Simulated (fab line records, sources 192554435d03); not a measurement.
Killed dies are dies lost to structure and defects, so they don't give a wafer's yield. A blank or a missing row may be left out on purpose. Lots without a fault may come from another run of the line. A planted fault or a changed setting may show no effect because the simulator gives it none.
Chamber matching | flow n5_finfet | N5_BEOL_M6_CURE_74 on uv_cure-01: 3 sister chambers
The step cures SiCOH lowk, time 240 s. 22 wafers are shown with their chamber, then 11 later ones without.

WAFERS WITH THEIR CHAMBER
wafer  | chamber | wafer_temp_C_max | lamp_power_pct (%)
L074.3 | 0       | 386.4            | 52.31
L074.4 | 0       | 386.0            | 52.30
L074.5 | 0       | 386.0            | 52.41
L077.1 | 0       | 386.1            | 52.28
L077.3 | 0       | 386.0            | 52.27
L077.6 | 0       | 386.1            | 52.30
L081.2 | 1       | 386.6            | 52.30
L081.3 | 1       | 386.4            | 52.31
L081.4 | 1       | 386.3            | 52.36
L082.2 | 2       | 386.6            | 52.41
L082.3 | 2       | 387.4            | 52.31
L082.6 | 2       | 388.5            | 52.27
L084.1 | 2       | 386.6            | 52.31
L084.3 | 2       | 386.1            | 52.40
L084.6 | 2       | 386.8            | 52.30
L088.1 | 2       | 387.1            | 52.34
L088.4 | 2       | 388.1            | 52.32
L088.5 | 2       | 387.5            | 52.20
L089.2 | 2       | 387.1            | 52.38
L089.5 | 2       | 386.7            | 52.42
L089.6 | 2       | 387.1            | 52.35
L091.1 | 1       | 387.4            | 52.30

SIGNATURES (means of the wafers above)
reading          | chamber 0 | chamber 1 | chamber 2 | scatter within a chamber
wafer_temp_C_max | 386.100   | 386.675   | 387.133   | 0.553
lamp_power_pct   | 52.3117   | 52.3175   | 52.3342   | 0.056
Rule: a wafer's distance from a chamber is the root of the sum, over the readings, of the square of ((its reading less the chamber's mean) divided by the reading's scatter). The wafer belongs to the nearest chamber; if the next one is less than 2 further off, it can't be placed. The scatter: the root of (the sum of the squares of (reading less its chamber's mean) over the shown wafers, divided by (wafers less chambers)).

WAFERS WITHOUT THEIR CHAMBER
wafer  | wafer_temp_C_max | lamp_power_pct (%)
L091.3 | 386.4            | 52.30
L091.5 | 387.2            | 52.18
L093.3 | 386.9            | 52.31
L093.5 | 387.0            | 52.27
L093.6 | 387.8            | 52.32
L095.1 | 386.9            | 52.28
L095.2 | 386.5            | 52.26
L095.4 | 386.7            | 52.34
L096.1 | 386.5            | 52.28
L096.5 | 386.6            | 52.39
L096.6 | 387.0            | 52.33

WHICH CHAMBER EACH WENT THROUGH
wafer  | from the rows above          | in truth
L091.3 | can't be placed: 0 or 1 or 2 | 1
L091.5 | can't be placed: 1 or 2 or 0 | 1
L093.3 | can't be placed: 1 or 2 or 0 | 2
L093.5 | can't be placed: 1 or 2 or 0 | 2
L093.6 | can't be placed: 2 or 1 or 0 | 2
L095.1 | can't be placed: 1 or 2 or 0 | 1
L095.2 | can't be placed: 1 or 0 or 2 | 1
L095.4 | can't be placed: 1 or 2 or 0 | 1
L096.1 | can't be placed: 1 or 0 or 2 | 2
L096.5 | can't be placed: 1 or 2 or 0 | 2
L096.6 | can't be placed: 2 or 1 or 0 | 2
Placed correctly: 0 of 11. Can't be placed from these rows: 11 (the true chamber is among the candidates in 11). Placed wrongly: 0.
